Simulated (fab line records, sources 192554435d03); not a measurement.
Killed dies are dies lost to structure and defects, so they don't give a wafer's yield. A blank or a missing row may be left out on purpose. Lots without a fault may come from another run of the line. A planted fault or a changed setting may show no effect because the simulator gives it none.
fab line records | flow n5_finfet | part 1 of 2: steps 1 to 15 of 16
record lots=6 wafers=18 last_day=18
route steps=1938 shown DUMMY_GATE@247 SPACER0@258 BEOL_M4@1111 PASSIVATION@1936
lots that met no fault: from a run of the same line without faults
start_h: hours from the record's first day to the start of the lot's first wafer shown | wait_h: hours since the lot's step before | " the same as in the row above | L1.1+2: a row that stands for several wafers | - no value, or no start given | * or withheld: withheld | < > ~ a bound
route shown NAME@n: a module of which the file shows steps, and the number in the route of the first | usual: mean/standard deviation of fault-free wafers | same: alike in all rows | chamber/n: place in a boat | sites: the reading at each site | _std_site: their standard deviation | _edge_site: outer sites' mean less inner sites' | radius_mm: how far each site lies from the wafer's centre | mask NAME#n: copy n | behind: the tool/chamber that last shaped the wafer | hold: why the lot was held/for how many hours/how that ended | device: the transistor (n, p or np) that didn't switch | end of line: the same wafers' tests at the end of the route | a step without rows: its recipe alone | killed: dies lost to structure and defects at the first sort, not the wafer's yield | map: a wafer's dies, x killed, . not, _ none there
set.NAME: the setting as run; set.NAME@STEP: as run at that earlier step | model.NAME: the simulator's own value behind a step, which no gauge read
lots at some steps of the route; a table a step, a row a wafer
services: from which hour (start_h, from the record's first day; less than 0 if before it) a tool's chamber was out of use, for how many hours, and why
## steps
# step N5_DUMMY_GATE_ETCH_23
# recipe chemistry=HBr/Cl2/O2 HBr_flow_sccm=150 Cl2_flow_sccm=80 O2_flow_sccm=12 bias_w=102 target_depth_a=410 time_s=22.3 target=poly-Si mask_material=SiO2 pressure_mtorr=10 icp_w=800
# usual bias_w=102.0/0.32 drypump_motor_current_A=5.6/0.61 oes_product_au=1.004/0.016 throttle_valve_pct=37.3/0.47
# columns lot.wafer tool chamber start_h wait_h bias_w drypump_motor_current_A oes_product_au rf_hours_counter_h throttle_valve_pct
L188.1 rie_si-04 2 59.64 0.0 101.8 5.6 1.035 7 37.5
L188.2 " 1 " " 101.7 6.0 1.004 8 36.9
L188.5 " 2 " " 101.8 5.5 1.027 - 37.5
L191.3 rie_si-05 3 76.19 0.0 102.3 5.0 1.008 116 38.2
L191.4 " 1 " " 101.8 5.4 1.024 42 37.2
L191.5 " 2 " " 102.3 6.4 1.030 - 37.7
L192.1 rie_si-05 1 81.99 0.0 101.9 5.4 1.028 42 37.2
L192.5 " 3 " " 101.8 5.1 1.008 - 38.2
L192.6 " 2 " " 101.7 6.4 1.019 - 37.7
L201.1 rie_si-05 2 140.13 0.0 101.3 6.4 1.014 5 37.7
L201.2 " 1 " " 101.7 5.4 1.015 43 37.2
L201.4 " 3 " " 101.9 5.0 0.992 117 38.2
L203.4 rie_si-05 1 150.28 0.0 102.1 5.4 1.033 43 37.2
L203.5 " 0 " " 102.2 5.5 0.999 - 37.0
L203.6 " 3 " " 102.1 5.1 1.007 - 38.2
L204.1 rie_si-05 0 154.65 0.0 102.1 5.5 0.997 33 37.0
L204.3 " 3 " " 102.0 5.1 1.012 117 38.2
L204.5 " 3 " " 101.7 5.1 1.002 - 38.2
# step N5_DUMMY_GATE_ETCH_44
# recipe chemistry=HBr/O2 over_etch_frac=0.7 target_depth_a=1275 stop_on=SiO2 ion_energy_ev=60 bias_w=20 target=poly-Si mask_material=SiO2 pressure_mtorr=20 icp_w=400 HBr_flow_sccm=120 O2_flow_sccm=10
# usual bias_w=20.00/0.06 drypump_motor_current_A=5.6/0.61 oes_product_au=0.732/0.012 throttle_valve_pct=18.50/0.28
# columns lot.wafer tool chamber start_h wait_h bias_w drypump_motor_current_A oes_product_au rf_hours_counter_h throttle_valve_pct
L188.1 rie_si-04 2 59.70 0.0 20.07 5.6 0.740 7 18.76
L188.2 " 1 " " 19.91 6.0 0.730 8 18.21
L188.5 " 2 " " 20.10 5.6 0.766 - 18.75
L191.3 rie_si-05 3 76.25 0.0 20.03 5.1 0.737 116 19.05
L191.4 " 1 " " 20.11 5.4 0.731 42 18.53
L191.5 " 2 " " 19.93 6.4 0.752 - 18.67
L192.1 rie_si-05 1 82.04 0.0 20.05 5.4 0.733 42 18.53
L192.5 " 3 " " 19.99 5.1 0.732 - 19.07
L192.6 " 2 " " 20.06 6.4 0.748 - 18.67
L201.1 rie_si-05 2 140.19 0.0 20.01 6.4 0.756 5 18.68
L201.2 " 1 " " 20.00 5.4 0.727 43 18.53
L201.4 " 3 " " 19.99 5.0 0.727 117 19.07
L203.4 rie_si-05 1 150.34 0.0 19.99 5.4 0.731 43 18.53
L203.5 " 0 " " 20.12 5.5 0.725 - 18.18
L203.6 " 3 " " 19.99 5.1 0.725 - 19.08
L204.1 rie_si-05 0 154.70 0.0 19.99 5.5 0.730 33 18.20
L204.3 " 3 " " 19.96 5.0 0.731 117 19.07
L204.5 " 3 " " 20.05 5.1 0.732 - 19.07
# step N5_DUMMY_GATE_CD_MEAS_24
# recipe target_cd_nm=15
# usual cd_nm=15.0/0.43
# columns lot.wafer tool chamber start_h wait_h cd_nm
L188.1 cd_sem-01 - 59.81 0.1 15.7
L188.2 " - " " 14.9
L188.5 " - " " 15.3
L191.3 cd_sem-02 - 76.37 0.1 14.7
L191.4 " - " " 15.9
L191.5 " - " " 15.3
L192.1 cd_sem-02 - 82.15 0.1 14.9
L192.5 " - " " 14.0
L192.6 " - " " 15.3
L201.1 cd_sem-02 - 140.30 0.1 14.9
L201.2 " - " " 15.1
L201.4 " - " " 14.6
L203.4 cd_sem-01 - 150.46 0.1 14.8
L203.5 " - " " 14.9
L203.6 " - " " 14.9
L204.1 cd_sem-02 - 154.81 0.1 15.1
L204.3 " - " " 15.1
L204.5 " - " " 14.6
# step N5_DUMMY_GATE_ETCH_42
# recipe chemistry=CHF3/O2 target=SiO2 target_depth_a=35 time_s=31 ion_energy_ev=30 bias_w=12 pressure_mtorr=30 source_w=600 Ar_flow_sccm=200 CHF3_flow_sccm=50 O2_flow_sccm=5
# usual bias_w=12.00/0.04 drypump_motor_current_A=5.7/0.71 oes_product_au=0.75/0.057 rf_vpp_V=42.6/0.99 showerhead_plenum_p_Torr=2.42/0.079 throttle_valve_pct=18.93/0.19
# columns lot.wafer tool chamber start_h wait_h bias_w drypump_motor_current_A oes_product_au rf_hours_counter_h rf_vpp_V showerhead_plenum_p_Torr throttle_valve_pct
L188.1 rie_diel-06 0 60.08 0.3 11.95 6.3 0.88 40 41.1 2.54 18.43
L188.2 " 3 " " 11.96 5.4 0.78 143 42.0 2.43 18.90
L188.5 " 2 " " 11.98 6.5 0.70 - 43.4 2.39 18.84
L191.3 rie_diel-01 3 76.41 0.0 12.05 4.7 0.72 193 41.6 2.39 19.06
L191.4 " 2 " " 11.93 5.6 0.79 117 42.8 2.43 18.99
L191.5 " 2 " " 11.98 5.5 0.79 - 43.7 2.43 19.01
L192.1 rie_diel-05 2 82.20 0.0 12.07 5.3 0.73 178 43.5 2.50 18.82
L192.5 " 2 " " 12.07 5.3 0.72 - 41.6 2.50 18.83
L192.6 " 3 " " 11.94 4.9 0.65 - 40.3 2.27 19.08
L201.1 rie_diel-06 3 140.35 0.0 12.06 5.4 0.76 166 42.7 2.42 18.94
L201.2 " 0 " " 11.99 6.4 0.85 62 41.3 2.53 18.47
L201.4 " 0 " " 12.01 6.4 0.84 - 40.6 2.53 18.47
L203.4 rie_diel-05 2 150.50 0.0 11.94 5.3 0.71 201 41.1 2.49 18.87
L203.5 " 3 " " 12.02 4.9 0.94 - 42.5 2.55 18.67
L203.6 " 0 " " 11.98 6.7 0.70 - 43.4 2.31 19.24
L204.1 rie_diel-06 3 154.90 0.1 12.02 5.4 0.75 172 42.1 2.42 18.95
L204.3 " 2 " " 12.04 6.5 0.96 2 41.4 2.38 18.47
L204.5 " 1 " " 12.01 5.4 0.73 - 42.1 2.39 18.85
# step N5_DUMMY_GATE_STRIP_48
# recipe chemistry=N2/H2 time_s=20 power_w=100 temp_c=40 pressure_mtorr=100 rf_frequency_hz=6e+07 bias_power_w=3 n2_flow_sccm=300 h2_flow_sccm=300
# step N5_DUMMY_GATE_PRECLEAN_33
# recipe chemistry=dHF time_s=10 dilution=750:1 temp_c=25
# step N5_DUMMY_GATE_PRECLEAN_25
# recipe chemistry=O3/DIW time_s=45 temp_c=22 o3_ppm=10
# step N5_DUMMY_GATE_PRECLEAN_51
# recipe chemistry=SC2 time_s=45 temp_c=35 mix=1:1:50
# step N5_DUMMY_GATE_SRD_26
# recipe dry=ipa_marangoni time_s=30 temp_c=23 rinse_liquid=diw
# step N5_DUMMY_GATE_UV_OZONE_45
# recipe time_s=120 pressure_torr=760 temp_c=25
# step N5_DUMMY_GATE_INSPECT_27
# recipe inspect_instrument=brightfield mode=aei
# usual raw_defect_count=266/68
# columns lot.wafer tool chamber start_h wait_h raw_defect_count
L188.1 defect_inspect-02 - 60.43 0.0 167
L188.2 " - " " 203
L188.5 " - " " 166
L191.3 defect_inspect-01 - 76.65 0.0 143
L191.4 " - " " 158
L191.5 " - " " 172
L192.1 defect_inspect-02 - 82.44 0.0 162
L192.5 " - " " 311
L192.6 " - " " 304
L201.1 defect_inspect-02 - 140.58 0.0 189
L201.2 " - " " 414
L201.4 " - " " 186
L203.4 defect_inspect-01 - 150.74 0.0 136
L203.5 " - " " 266
L203.6 " - " " 337
L204.1 defect_inspect-01 - 155.14 0.0 252
L204.3 " - " " 300
L204.5 " - " " 226
# step N5_SPACER0_ALD_07
# recipe material=SiNx target_thk_a=20 temp_c=400 ald_precursor_family=SiH2I2 ald_co_reactant=N2/H2-plasma pressure_torr=2
# usual chamber_pressure_Torr=2.000/0.0043 heater_power_outer_w=510/56 heater_power_w=813/89
# columns lot.wafer tool chamber start_h wait_h chamber_pressure_Torr heater_power_outer_w heater_power_w
L188.1 ald_sin-03 3 60.46 0.0 2.003 537 807
L188.2 " 1 " " 1.996 466 747
L188.5 " 1 " " 1.996 464 763
L191.3 ald_sin-04 3 76.68 0.0 2.002 526 901
L191.4 " 1 " " 2.013 517 795
L191.5 " 2 " " 1.992 584 970
L192.1 ald_sin-02 2 82.55 0.1 1.998 518 884
L192.5 " 2 " " 1.996 516 885
L192.6 " 3 " " 1.999 460 703
L201.1 ald_sin-03 0 140.72 0.1 1.998 586 908
L201.2 " 2 " " 2.001 449 696
L201.4 " 1 " " 2.004 444 732
L203.4 ald_sin-03 0 150.77 0.0 2.002 597 921
L203.5 " 1 " " 2.005 451 712
L203.6 " 0 " " 2.001 618 930
L204.1 ald_sin-02 0 155.28 0.1 2.002 549 901
L204.3 " 1 " " 2.006 479 822
L204.5 " 1 " " 2.002 476 802
# step N5_SPACER0_ALD_00
# recipe material=SiOCN target_thk_a=35 temp_c=400 ald_precursor_family=alkyl-aminosilane ald_co_reactant=O2/N2-plasma pulse_time_s=3 purge_time_s=2 co_reactant_purge_time_s=2 ald_cycles=58 pressure_torr=2
# usual ald_cycles=58/0 chamber_pressure_Torr=2.001/0.0046 heater_power_w=815/88 precursor_pulse_height_rel=0.999/0.02
# columns lot.wafer tool chamber start_h wait_h ald_cycles chamber_pressure_Torr heater_power_w precursor_pulse_height_rel
L188.1 ald_sin-03 3 60.62 0.1 58 2.000 806 1.000
L188.2 " 1 " " 58 2.006 769 1.002
L188.5 " 1 " " 58 2.010 757 1.000
L191.3 ald_sin-04 3 76.83 0.1 - - - -
L191.4 " 1 " " - - - -
L191.5 " 2 " " - - - -
L192.1 ald_sin-02 2 82.70 0.1 - - - -
L192.5 " 2 " " - - - -
L192.6 " 3 " " - - - -
L201.1 ald_sin-03 0 140.87 0.1 58 2.001 921 1.047
L201.2 " 2 " " 58 1.998 683 1.009
L201.4 " 1 " " 58 2.005 717 0.981
L203.4 ald_sin-03 0 150.92 0.1 58 2.005 932 1.014
L203.5 " 1 " " 58 1.997 742 0.987
L203.6 " 0 " " 58 2.002 900 1.039
L204.1 ald_sin-02 0 155.44 0.1 58 2.006 903 1.015
L204.3 " 1 " " 58 2.004 790 1.014
L204.5 " 1 " " 58 2.001 803 0.974
# step N5_SPACER0_ALD_08
# recipe material=SiNx target_thk_a=20 temp_c=400 ald_precursor_family=SiH2I2 ald_co_reactant=N2/H2-plasma pressure_torr=2
# usual chamber_pressure_Torr=2.000/0.0046 heater_power_outer_w=509/55 heater_power_w=814/90
# columns lot.wafer tool chamber start_h wait_h chamber_pressure_Torr heater_power_outer_w heater_power_w
L188.1 ald_sin-03 3 60.87 0.1 2.003 528 831
L188.2 " 1 " " 1.998 461 727
L188.5 " 1 " " 2.006 472 773
L191.3 ald_sin-04 3 77.09 0.1 2.001 540 913
L191.4 " 1 " " 2.001 527 780
L191.5 " 2 " " 2.007 580 960
L192.1 ald_sin-02 2 82.96 0.1 2.002 530 898
L192.5 " 2 " " 2.003 524 913
L192.6 " 3 " " 1.995 472 733
L201.1 ald_sin-03 0 141.13 0.1 1.995 600 931
L201.2 " 2 " " 2.003 447 678
L201.4 " 1 " " 1.999 447 739
L203.4 ald_sin-03 0 151.18 0.1 1.995 598 930
L203.5 " 1 " " 2.000 443 723
L203.6 " 0 " " 1.999 590 935
L204.1 ald_sin-02 0 155.69 0.1 2.003 558 901
L204.3 " 1 " " 2.003 471 808
L204.5 " 1 " " 2.004 474 813
# step N5_BEOL_M4_RC_MEAS_101
# usual DIBL_N=36.3/1.9 DIBL_P=36.0/2.1 IOFF_N=0.16/0.031 IOFF_P=0.21/0.035 ION_N=675/14 ION_P=464/8.5 SS_N=71.5/0.6 SS_P=73.3/0.72 VT_N=250/3.2 VT_P=-250/3.1
# columns lot.wafer tool chamber start_h wait_h DIBL_N[mV/V] DIBL_P[mV/V] IOFF_N[nA/um] IOFF_P[nA/um] ION_N[uA/um] ION_P[uA/um] SS_N[mV/dec] SS_P[mV/dec] VT_N[mV] VT_P[mV]
L188.1 prober-01 0 173.88 0.0 33.3 32.1 0.11 0.15 658 456 70.6 72.4 255 -256
L188.2 " 0 " " 34.7 33.8 0.13 0.16 672 460 70.7 72.0 253 -255
L188.5 " 0 " " 35.3 33.9 0.13 0.16 662 446 71.4 73.6 255 -256
L201.1 prober-01 0 302.36 0.0 35.9 35.1 0.14 0.16 676 461 71.2 73.4 254 -254
L201.2 " 0 " " 36.6 36.0 0.16 0.19 672 464 71.3 72.6 250 -253
L201.4 " 0 " " 32.7 32.0 0.10 0.13 670 462 70.9 72.2 256 -259
L204.1 prober-02 0 307.55 0.0 38.7 36.1 0.19 0.21 680 463 71.5 73.5 246 -249
L204.3 " 0 " " 37.7 36.8 0.16 0.23 670 464 71.4 73.8 247 -245
L204.5 " 0 " " 37.7 36.6 0.16 0.22 670 459 71.6 73.1 249 -250
L203.4 prober-01 0 313.87 0.5 39.4 36.5 0.20 0.22 678 456 71.4 72.8 248 -252
L203.5 " 0 " " 39.2 36.7 0.18 0.22 679 464 71.8 73.6 252 -252
L203.6 " 0 " " 38.0 36.6 0.16 0.22 673 461 71.7 74.1 251 -248
## key
first_sign step=N5_SPACER0_ALD_00 reading=tool_record direction=missing
effect step=N5_PASSIVATION_PROBE_49 reading=sort_bin_5_function direction=up sigmas=94 usual=5.3 struck=96.2
more_kills_born_at N5_SPACER0_ALD_00@ald_sin-04=3230 N5_SPACER0_ALD_00@ald_sin-02=3214
met_at N5_SPACER0_ALD_00
struck_wafers L191.3,L191.4,L191.5,L192.1,L192.5,L192.6
later_rows_left_out L191.3,L191.4,L191.5,L192.1,L192.5,L192.6
fault kind=skipped_step_whole tool=ald_sin-02,ald_sin-04 chamber=- onset_h=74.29 steps=N5_SPACER0_ALD_00 scope=struck_lots_only
# later_rows_left_out: the simulator's readings of these wafers behind a module that went badly wrong aren't trusted and aren't shown, but for the sort
